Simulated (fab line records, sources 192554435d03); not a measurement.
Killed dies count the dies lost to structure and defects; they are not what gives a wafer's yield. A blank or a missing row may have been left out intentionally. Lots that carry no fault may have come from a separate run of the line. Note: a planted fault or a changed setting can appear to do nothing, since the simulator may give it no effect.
Split-lot trial -- flow n5_finfet -- route with 1938 steps; 7 lots, 21 wafers read

ABOUT THE SPLIT
At N5_DUMMY_GATE_ETCH_42 (etches SiO2 in CHF3/O2, target depth 3.5 nm, time 31 s), the setting bias_w was moved away from the recipe's 12 W on 4 of the 21 wafers read, by -16.9% to -13.2%. The other wafers ran this setting at the recipe's value.

The reading comes from the split's own step.

THE READING
rf_vpp_V, in V, at N5_DUMMY_GATE_ETCH_42 (etches SiO2 in CHF3/O2, target depth 3.5 nm, time 31 s). Fault-free wafers of this fab line usually give 42.6 V, standard deviation 0.91 V.

wafer,"tool, chamber at the split","bias_w as run, W",against the recipe,"rf_vpp_V, V",against lot-mates on the recipe
L074.1,"rie_diel-06, 0",12,recipe,43.1,-
L074.3,"rie_diel-06, 2",12,recipe,42.7,-
L074.4,"rie_diel-06, 1",12,recipe,42.1,-
L077.2,"rie_diel-06, 2",12,recipe,43.4,-
L077.3,"rie_diel-06, 0",12,recipe,42.3,-
L077.6,"rie_diel-06, 2",12,recipe,43.7,-
L078.1,"rie_diel-01, 0",10.23,-14.7%,38.6,-3.2
L078.2,"rie_diel-01, 3",10.23,-14.7%,37.7,-4.1
L078.6,"rie_diel-01, 2",12,recipe,41.8,-
L080.2,"rie_diel-03, 0",9.973,-16.9%,37.1,-5.7
L080.3,"rie_diel-03, 2",12,recipe,44.4,-
L080.5,"rie_diel-03, 3",12,recipe,41.3,-
L082.2,"rie_diel-01, 0",12,recipe,43.3,-
L082.3,"rie_diel-01, 3",12,recipe,42.1,-
L082.5,"rie_diel-01, 0",12,recipe,41.6,-
L086.1,"rie_diel-03, 2",12,recipe,43.1,-
L086.5,"rie_diel-03, 2",12,recipe,42.9,-
L086.6,"rie_diel-03, 1",12,recipe,42.4,-
L095.1,"rie_diel-03, 2",10.42,-13.2%,38.5,-4.7
L095.3,"rie_diel-03, 3",12,recipe,41.4,-
L095.4,"rie_diel-03, 3",12,recipe,45.0,-

FIT RESULTS
A straight line over all 21 wafers: rf_vpp_V changes by +0.321 V for each +1% of bias_w; r = +0.90; the points scatter about the line by 0.96 V.
The same after taking each lot's own level away (the mean of its wafers on the recipe; 21 wafers): +0.298 V for each +1%; r = +0.89; scatter 0.95 V.
That fit puts the effect of the largest move of bias_w on the reading at 5 V.
The lots' own levels span 41.80 to 43.20 V, that is 1.5 times the standard deviation above.
Hence the lot-to-lot level has little effect on the slope; both slopes agree.
Check: for one of the wafers moved furthest among these (-16.9%), held out of the fit, the line's prediction against its lot-mates is -4.71 V. It came out at -5.75 V against them.
Tool readings at the split's step, against how far the setting was moved: rf_vpp_V r = +0.90.

THESE WAFERS: OTHER SPLITS
Before the reading, these wafers also passed through other splits. Each is held against what the fit with the lots' levels taken away leaves over:
other split on the same wafers,wafers away from the commonest value,r with rf_vpp_V (lot level and that fit taken away)
N5_WELL_APT_COAT_02 spin_rpm,8,+0.23
N5_WELL_APT_PEB_06 peb_time_s,9,-0.16
N5_WELL_APT_PEB_23 peb_time_s,7,+0.13
N5_WELL_APT_DESCUM_30 time_s,5,-0.19
N5_FIN_SAQP_ETCH_65 time_s,4,+0.20
N5_FIN_SAQP_COAT_68 spin_rpm,5,-0.13
N5_FIN_CUT_COAT_19 spin_rpm,9,+0.17

THE FILE'S OWN FIT
rf_vpp_V changes by +0.314 V for each +1% of bias_w, r = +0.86.
